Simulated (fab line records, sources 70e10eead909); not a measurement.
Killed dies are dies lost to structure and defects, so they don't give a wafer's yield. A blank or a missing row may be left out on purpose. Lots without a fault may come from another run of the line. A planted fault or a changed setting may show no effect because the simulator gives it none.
Chamber matching | flow nand_harc | NHARC_P_M2_DESCUM_14 on rie_diel-11: 4 sister chambers
The step chemistry O2, time 3 s. 16 wafers are shown with their chamber, then 8 later ones without.

WAFERS WITH THEIR CHAMBER
wafer  | chamber | drypump_motor_current_A (A) | oes_product_au (a.u.) | rf_vpp_V (V)
L076.1 | 1       | 4.9                         | 1.000                 | 57.3
L076.3 | 2       | 6.6                         | 1.000                 | 58.2
L076.4 | 0       | 5.6                         | 0.976                 | 59.1
L078.2 | 1       | 4.9                         | 0.992                 | 57.4
L078.4 | 3       | 5.5                         | 1.003                 | 58.8
L078.6 | 3       | 5.5                         | 1.015                 | 60.8
L078.1 | 2       | 6.6                         | 0.989                 | 58.3
L078.3 | 0       | 5.6                         | 0.976                 | 57.8
L078.5 | 0       | 5.7                         | 0.974                 | 57.0
L079.3 | 3       | 5.5                         | 1.022                 | 57.5
L079.5 | 2       | 6.6                         | 0.998                 | 57.1
L079.6 | 3       | 5.5                         | 1.024                 | 59.1
L083.1 | 2       | 6.6                         | 1.006                 | 56.2
L083.3 | 1       | 4.9                         | 1.003                 | 57.5
L083.5 | 1       | 4.9                         | 0.983                 | 58.6
L085.2 | 0       | 5.7                         | 0.997                 | 58.2

SIGNATURES (means of the wafers above)
reading                 | chamber 0 | chamber 1 | chamber 2 | chamber 3 | scatter within a chamber
drypump_motor_current_A | 5.650     | 4.900     | 6.600     | 5.500     | 0.0289
oes_product_au          | 0.98075   | 0.99450   | 0.99825   | 1.01600   | 0.00919
rf_vpp_V                | 58.025    | 57.700    | 57.450    | 59.050    | 0.995
Rule: a wafer's distance from a chamber is the root of the sum, over the readings, of the square of ((its reading less the chamber's mean) divided by the reading's scatter). The wafer belongs to the nearest chamber; if the next one is less than 2 further off, it can't be placed. The scatter: the root of (the sum of the squares of (reading less its chamber's mean) over the shown wafers, divided by (wafers less chambers)).

WAFERS WITHOUT THEIR CHAMBER
wafer  | drypump_motor_current_A (A) | oes_product_au (a.u.) | rf_vpp_V (V)
L085.3 | 6.6                         | 1.000                 | 57.8
L085.6 | 6.6                         | 0.992                 | 58.2
L092.4 | 6.6                         | 0.971                 | 58.0
L092.5 | 4.9                         | 1.009                 | 58.0
L092.6 | 6.6                         | 0.989                 | 58.9
L096.1 | 6.6                         | 0.983                 | 56.9
L096.4 | 5.6                         | 1.003                 | 57.9
L096.6 | 6.6                         | 0.986                 | 56.7

WHICH CHAMBER EACH WENT THROUGH
wafer  | from the rows above     | in truth
L085.3 | 2                       | 2
L085.6 | 2                       | 2
L092.4 | 2                       | 2
L092.5 | 1                       | 1
L092.6 | 2                       | 2
L096.1 | 2                       | 2
L096.4 | can't be placed: 0 or 3 | 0
L096.6 | 2                       | 2
Placed correctly: 7 of 8. Can't be placed from these rows: 1 (the true chamber is among the candidates in 1). Placed wrongly: 0.
